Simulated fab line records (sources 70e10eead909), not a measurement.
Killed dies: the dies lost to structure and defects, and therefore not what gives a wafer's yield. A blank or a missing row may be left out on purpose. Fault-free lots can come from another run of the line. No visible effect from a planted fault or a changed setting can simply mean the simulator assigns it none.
Which of the tools did it? :: flow nand harc :: Sampling: 12 lots, 36 wafers, 5 of 1302 route steps

WHAT THE GAUGES SHOWED, per wafer
NHARC_END_SORT_01. Usual: killed at array 56, standard deviation 19; killed at other 0.6, standard deviation 1; killed at periphery 3.9, standard deviation 2.7; killed dies 61, standard deviation 19; killed open 3.3, standard deviation 1.9; killed short 2.4, standard deviation 1.7.
lot: L684
measured: day 29 12:00
on: prober-01
killed at array: 38 671 41
killed at other: 0 0 0
killed at periphery: 4 4 3
killed dies: 42 675 44
killed open: 2 6 5
killed short: 0 3 2
flag: OFF

lot: L685
measured: day 29 20:11
on: prober-01
killed at array: 671 61 59
killed at other: 2 0 2
killed at periphery: 4 5 3
killed dies: 677 66 64
killed open: 5 3 3
killed short: 3 1 1
flag: OFF

TOOL THAT RAN EACH LOT (tool first, then ch and the chambers of the sampled wafers, then the start)
lot: L674
NHARC_A_STAIRCASE_DESCUM_186: rie diel-06 ch 1,3, day 16 19:23
NHARC_A_STAIRCASE_ETCH_192: rie diel-06 ch 0,2, day 16 20:50 or earlier
NHARC_A_STAIRCASE_ETCH_194: rie diel-06 ch 1,2,3, day 16 20:50 or earlier
NHARC_A_STAIRCASE_ETCH_197: rie diel-08 ch 0,2, day 16 20:50

lot: L675
NHARC_A_STAIRCASE_DESCUM_186: rie diel-08 ch 0,2,3, day 16 21:44
NHARC_A_STAIRCASE_ETCH_192: rie diel-08 ch 0,2, day 16 23:02 or earlier
NHARC_A_STAIRCASE_ETCH_194: rie diel-08 ch 2,3, day 16 23:02 or earlier
NHARC_A_STAIRCASE_ETCH_197: rie diel-08 ch 1,2,3, day 16 23:02

lot: L676
NHARC_A_STAIRCASE_DESCUM_186: rie diel-08 ch 0,2,3, day 16 23:37
NHARC_A_STAIRCASE_ETCH_192: rie diel-08 ch 0,1,3, day 17 01:19 or earlier
NHARC_A_STAIRCASE_ETCH_194: rie diel-08 ch 0,1, day 17 01:19 or earlier
NHARC_A_STAIRCASE_ETCH_197: rie diel-08 ch 0,2, day 17 01:19

lot: L677
NHARC_A_STAIRCASE_DESCUM_186: rie diel-06 ch 0,2,3, day 17 10:56
NHARC_A_STAIRCASE_ETCH_192: rie diel-06 ch 0,2, day 17 12:18 or earlier
NHARC_A_STAIRCASE_ETCH_194: rie diel-06 ch 0,1,3, day 17 12:18 or earlier
NHARC_A_STAIRCASE_ETCH_197: rie diel-06 ch 0,1,2, day 17 12:18

lot: L683
NHARC_A_STAIRCASE_DESCUM_186: rie diel-08 ch 0,3, day 20 06:27
NHARC_A_STAIRCASE_ETCH_192: rie diel-08 ch 1,2,3, day 20 07:46 or earlier
NHARC_A_STAIRCASE_ETCH_194: rie diel-08 ch 0,1,3, day 20 07:46 or earlier
NHARC_A_STAIRCASE_ETCH_197: rie diel-10 ch 1,3, day 20 07:46

lot: L684
NHARC_A_STAIRCASE_DESCUM_186: rie diel-06 ch 0,1,3, day 20 17:35
NHARC_A_STAIRCASE_ETCH_192: rie diel-06 ch 0,1,3, day 20 19:26 or earlier
NHARC_A_STAIRCASE_ETCH_194: rie diel-06 ch 1,3, day 20 19:26 or earlier
NHARC_A_STAIRCASE_ETCH_197: rie diel-08 ch 1,2,3, day 20 19:26

lot: L685
NHARC_A_STAIRCASE_DESCUM_186: rie diel-08 ch 0,2,3, day 20 18:06
NHARC_A_STAIRCASE_ETCH_192: rie diel-08 ch 0,1,3, day 20 20:08 or earlier
NHARC_A_STAIRCASE_ETCH_194: rie diel-08 ch 0,2,3, day 20 20:08 or earlier
NHARC_A_STAIRCASE_ETCH_197: rie diel-08 ch 1,2,3, day 20 20:08

lot: L691
NHARC_A_STAIRCASE_DESCUM_186: rie diel-08 ch 0,1,3, day 23 12:04
NHARC_A_STAIRCASE_ETCH_192: rie diel-08 ch 0,1, day 23 13:37 or earlier
NHARC_A_STAIRCASE_ETCH_194: rie diel-08 ch 0,1,3, day 23 13:37 or earlier
NHARC_A_STAIRCASE_ETCH_197: rie diel-10 ch 0,2, day 23 13:37

lot: L693
NHARC_A_STAIRCASE_DESCUM_186: rie diel-10 ch 0,1,3, day 23 20:15
NHARC_A_STAIRCASE_ETCH_192: rie diel-10 ch 0,1,2, day 23 21:34 or earlier
NHARC_A_STAIRCASE_ETCH_194: rie diel-10 ch 0,2,3, day 23 21:34 or earlier
NHARC_A_STAIRCASE_ETCH_197: rie diel-10 ch 0,1,2, day 23 21:34

lot: L694
NHARC_A_STAIRCASE_DESCUM_186: rie diel-06 ch 0,1, day 24 07:28
NHARC_A_STAIRCASE_ETCH_192: rie diel-06 ch 0,1,2, day 24 08:59 or earlier
NHARC_A_STAIRCASE_ETCH_194: rie diel-06 ch 0,1,2, day 24 08:59 or earlier
NHARC_A_STAIRCASE_ETCH_197: rie diel-06 ch 0,1, day 24 08:59

lot: L695
NHARC_A_STAIRCASE_DESCUM_186: rie diel-06 ch 0,1, day 24 19:17
NHARC_A_STAIRCASE_ETCH_192: rie diel-06 ch 0,1,3, day 24 20:39 or earlier
NHARC_A_STAIRCASE_ETCH_194: rie diel-06 ch 1,2, day 24 20:39 or earlier
NHARC_A_STAIRCASE_ETCH_197: rie diel-08 ch 1,2, day 24 20:39

lot: L696
NHARC_A_STAIRCASE_DESCUM_186: rie diel-06 ch 1,2,3, day 25 01:23
NHARC_A_STAIRCASE_ETCH_192: rie diel-06 ch 2,3, day 25 02:41 or earlier
NHARC_A_STAIRCASE_ETCH_194: rie diel-06 ch 0,2,3, day 25 02:41 or earlier
NHARC_A_STAIRCASE_ETCH_197: rie diel-10 ch 0,1, day 25 02:41
- NHARC_A_STAIRCASE_DESCUM_186: chemistry O2, time 3 s.
- NHARC_A_STAIRCASE_ETCH_192: etches the open film in C4F8/O2, target depth 100 nm, time 40.5 s.
- NHARC_A_STAIRCASE_ETCH_194: etches the open film in C4F8/O2, target depth 100 nm, time 40.5 s.
- NHARC_A_STAIRCASE_ETCH_197: etches the open film in C4F8/O2, target depth 100 nm, time 40.5 s.

AS READ BY THE TOOLS THEMSELVES (means over the sampled wafers that have a number; for cases with no such wafer, the mark the record gives instead)
NHARC_A_STAIRCASE_DESCUM_186. Usual: drypump motor current A 5.9 A, standard deviation 0.44; oes product au 1.002 a.u., standard deviation 0.015; rf vpp V 58.0 V, standard deviation 0.97; showerhead plenum p Torr 1.93 Torr, standard deviation 0.099; throttle valve pct 11.310 %, standard deviation 0.0091.
lot: L674
tool: rie diel-06
drypump motor current A (A): 5.8
oes product au (a.u.): 0.998
rf vpp V (V): 58.7
showerhead plenum p Torr (Torr): 1.83
throttle valve pct (%): 11.309
flag: 

lot: L675
tool: rie diel-08
drypump motor current A (A): 5.8
oes product au (a.u.): 1.015
rf vpp V (V): 58.2
showerhead plenum p Torr (Torr): 1.99
throttle valve pct (%): 11.322
flag: 

lot: L676
tool: rie diel-08
drypump motor current A (A): 5.8
oes product au (a.u.): 1.007
rf vpp V (V): 57.9
showerhead plenum p Torr (Torr): 1.99
throttle valve pct (%): 11.307
flag: 

lot: L677
tool: rie diel-06
drypump motor current A (A): 6.2
oes product au (a.u.): 1.009
rf vpp V (V): 58.2
showerhead plenum p Torr (Torr): 1.93
throttle valve pct (%): 11.313
flag: 

lot: L683
tool: rie diel-08
drypump motor current A (A): 5.7
oes product au (a.u.): 1.001
rf vpp V (V): 57.9
showerhead plenum p Torr (Torr): 2.03
throttle valve pct (%): 11.311
flag: 

lot: L684
tool: rie diel-06
drypump motor current A (A): 5.9
oes product au (a.u.): 1.004
rf vpp V (V): 56.8
showerhead plenum p Torr (Torr): 1.84
throttle valve pct (%): 11.304
flag: 

lot: L685
tool: rie diel-08
drypump motor current A (A): 5.8
oes product au (a.u.): 1.004
rf vpp V (V): 58.1
showerhead plenum p Torr (Torr): 1.98
throttle valve pct (%): 11.308
flag: 

lot: L691
tool: rie diel-08
drypump motor current A (A): 5.5
oes product au (a.u.): 0.994
rf vpp V (V): 57.4
showerhead plenum p Torr (Torr): 1.97
throttle valve pct (%): 11.304
flag: 

lot: L693
tool: rie diel-10
drypump motor current A (A): 5.4
oes product au (a.u.): 0.997
rf vpp V (V): 57.7
showerhead plenum p Torr (Torr): 2.00
throttle valve pct (%): 11.303
flag: 

lot: L694
tool: rie diel-06
drypump motor current A (A): 6.0
oes product au (a.u.): 1.011
rf vpp V (V): 58.1
showerhead plenum p Torr (Torr): 1.83
throttle valve pct (%): 11.309
flag: 

lot: L695
tool: rie diel-06
drypump motor current A (A): 5.9
oes product au (a.u.): 1.007
rf vpp V (V): 58.2
showerhead plenum p Torr (Torr): 1.83
throttle valve pct (%): 11.311
flag: 

lot: L696
tool: rie diel-06
drypump motor current A (A): 6.0
oes product au (a.u.): 0.997
rf vpp V (V): 57.6
showerhead plenum p Torr (Torr): 1.90
throttle valve pct (%): 11.308
flag: 

NHARC_A_STAIRCASE_ETCH_192. Usual: oes product au 0.943 a.u., standard deviation 0.015; rf fwd power W 591.2 W, standard deviation 2.6; rf vpp V 897 V, standard deviation 6.
lot: L674
tool: rie diel-06
oes product au (a.u.): 0.949
rf fwd power W (W): 592.5
rf vpp V (V): 897
flag: 

lot: L675
tool: rie diel-08
oes product au (a.u.): 0.968
rf fwd power W (W): 591.7
rf vpp V (V): 900
flag: 

lot: L676
tool: rie diel-08
oes product au (a.u.): 0.941
rf fwd power W (W): 592.2
rf vpp V (V): 901
flag: 

lot: L677
tool: rie diel-06
oes product au (a.u.): 0.953
rf fwd power W (W): 591.1
rf vpp V (V): 902
flag: 

lot: L683
tool: rie diel-08
oes product au (a.u.): 0.933
rf fwd power W (W): 591.7
rf vpp V (V): 898
flag: 

lot: L684
tool: rie diel-06
oes product au (a.u.): 0.945
rf fwd power W (W): 589.6
rf vpp V (V): 891
flag: 

lot: L685
tool: rie diel-08
oes product au (a.u.): 0.917
rf fwd power W (W): 594.3
rf vpp V (V): 900
flag: 

lot: L691
tool: rie diel-08
oes product au (a.u.): 0.950
rf fwd power W (W): 593.3
rf vpp V (V): 899
flag: 

lot: L693
tool: rie diel-10
oes product au (a.u.): 0.948
rf fwd power W (W): 590.7
rf vpp V (V): 904
flag: 

lot: L694
tool: rie diel-06
oes product au (a.u.): 0.950
rf fwd power W (W): 591.1
rf vpp V (V): 895
flag: 

lot: L695
tool: rie diel-06
oes product au (a.u.): 0.952
rf fwd power W (W): 589.2
rf vpp V (V): 891
flag: 

lot: L696
tool: rie diel-06
oes product au (a.u.): 0.937
rf fwd power W (W): 592.4
rf vpp V (V): 899
flag: 

NHARC_A_STAIRCASE_ETCH_194. Usual: oes product au 0.943 a.u., standard deviation 0.016; rf fwd power W 591.1 W, standard deviation 2.5; rf vpp V 896 V, standard deviation 6.
lot: L674
tool: rie diel-06
oes product au (a.u.): 0.950
rf fwd power W (W): 591.3
rf vpp V (V): 896
flag: 

lot: L675
tool: rie diel-08
oes product au (a.u.): 0.967
rf fwd power W (W): 590.6
rf vpp V (V): 897
flag: 

lot: L676
tool: rie diel-08
oes product au (a.u.): 0.939
rf fwd power W (W): 591.8
rf vpp V (V): 900
flag: 

lot: L677
tool: rie diel-06
oes product au (a.u.): 0.943
rf fwd power W (W): 589.9
rf vpp V (V): 892
flag: 

lot: L683
tool: rie diel-08
oes product au (a.u.): 0.947
rf fwd power W (W): 592.2
rf vpp V (V): 899
flag: 

lot: L684
tool: rie diel-06
oes product au (a.u.): 0.938
rf fwd power W (W): 589.3
rf vpp V (V): 891
flag: 

lot: L685
tool: rie diel-08
oes product au (a.u.): 0.947
rf fwd power W (W): 593.4
rf vpp V (V): 900
flag: 

lot: L691
tool: rie diel-08
oes product au (a.u.): 0.934
rf fwd power W (W): 594.3
rf vpp V (V): 899
flag: 

lot: L693
tool: rie diel-10
oes product au (a.u.): 0.945
rf fwd power W (W): 592.2
rf vpp V (V): 902
flag: 

lot: L694
tool: rie diel-06
oes product au (a.u.): 0.941
rf fwd power W (W): 590.1
rf vpp V (V): 894
flag: 

lot: L695
tool: rie diel-06
oes product au (a.u.): 0.951
rf fwd power W (W): 590.4
rf vpp V (V): 894
flag: 

lot: L696
tool: rie diel-06
oes product au (a.u.): 0.930
rf fwd power W (W): 590.3
rf vpp V (V): 895
flag: 

NHARC_A_STAIRCASE_ETCH_197. Usual: oes product au 0.950 a.u., standard deviation 0.02; rf fwd power W 592.0 W, standard deviation 2.8; rf vpp V 899 V, standard deviation 5.3.
lot: L674
tool: rie diel-08
oes product au (a.u.): 0.980
rf fwd power W (W): 591.5
rf vpp V (V): 899
flag: 

lot: L675
tool: rie diel-08
oes product au (a.u.): 0.953
rf fwd power W (W): 593.8
rf vpp V (V): 899
flag: 

lot: L676
tool: rie diel-08
oes product au (a.u.): 0.960
rf fwd power W (W): 592.5
rf vpp V (V): 900
flag: 

lot: L677
tool: rie diel-06
oes product au (a.u.): 0.947
rf fwd power W (W): 588.8
rf vpp V (V): 896
flag: 

lot: L683
tool: rie diel-10
oes product au (a.u.): 0.949
rf fwd power W (W): 593.4
rf vpp V (V): 900
flag: 

lot: L684
tool: rie diel-08
oes product au (a.u.): 0.987
rf fwd power W (W): 593.2
rf vpp V (V): 897
flag: 

lot: L685
tool: rie diel-08
oes product au (a.u.): 0.992
rf fwd power W (W): 592.6
rf vpp V (V): 897
flag: 

lot: L691
tool: rie diel-10
oes product au (a.u.): 0.948
rf fwd power W (W): 594.1
rf vpp V (V): 904
flag: 

lot: L693
tool: rie diel-10
oes product au (a.u.): 0.935
rf fwd power W (W): 591.1
rf vpp V (V): 904
flag: 

lot: L694
tool: rie diel-06
oes product au (a.u.): 0.956
rf fwd power W (W): 591.0
rf vpp V (V): 891
flag: 

lot: L695
tool: rie diel-08
oes product au (a.u.): 0.964
rf fwd power W (W): 591.0
rf vpp V (V): 896
flag: 

lot: L696
tool: rie diel-10
oes product au (a.u.): 0.958
rf fwd power W (W): 589.6
rf vpp V (V): 905
flag: 

THE ANSWER, worked out from the rows above alone
Rule: take the mean of a lot's wafers that have a number; if it is more than 3 standard deviations from the usual mean, the lot is off. Also off: a lot with no number at a reading for which 4 or more lots have one. Any other lot the step has rows for is counted as sound. After the gauges, taken in route order, come the tools' own readings; for these a lot's mean is taken, as printed above. At the first step where some lot is off, the reading lying furthest off is the one used; lots without a number count as furthest.
Off, at NHARC_END_SORT_01 on killed dies: L684, L685. Neither off nor sound, because the step has no rows for them: L674, L675, L676, L677, L683, L691, L693, L694, L695, L696.
A tool fits if, at a process step before that reading, it ran every lot that is off, and no sound lot after the first of them. Those tools and the gauges at NHARC_END_SORT_01 are tried in the same way. Because NHARC_A_STAIRCASE_ETCH_192 lacks a start for some lots, the hours and order of its lots are taken from NHARC_A_STAIRCASE_ETCH_197. Because NHARC_A_STAIRCASE_ETCH_194 lacks a start for some lots, the hours and order of its lots are taken from NHARC_A_STAIRCASE_ETCH_197. This does not decide it: 2 tools fit, namely rie diel-08 at NHARC_A_STAIRCASE_ETCH_197 and prober-01 at NHARC_END_SORT_01.

WHAT THE SIMULATOR HAD INSERTED
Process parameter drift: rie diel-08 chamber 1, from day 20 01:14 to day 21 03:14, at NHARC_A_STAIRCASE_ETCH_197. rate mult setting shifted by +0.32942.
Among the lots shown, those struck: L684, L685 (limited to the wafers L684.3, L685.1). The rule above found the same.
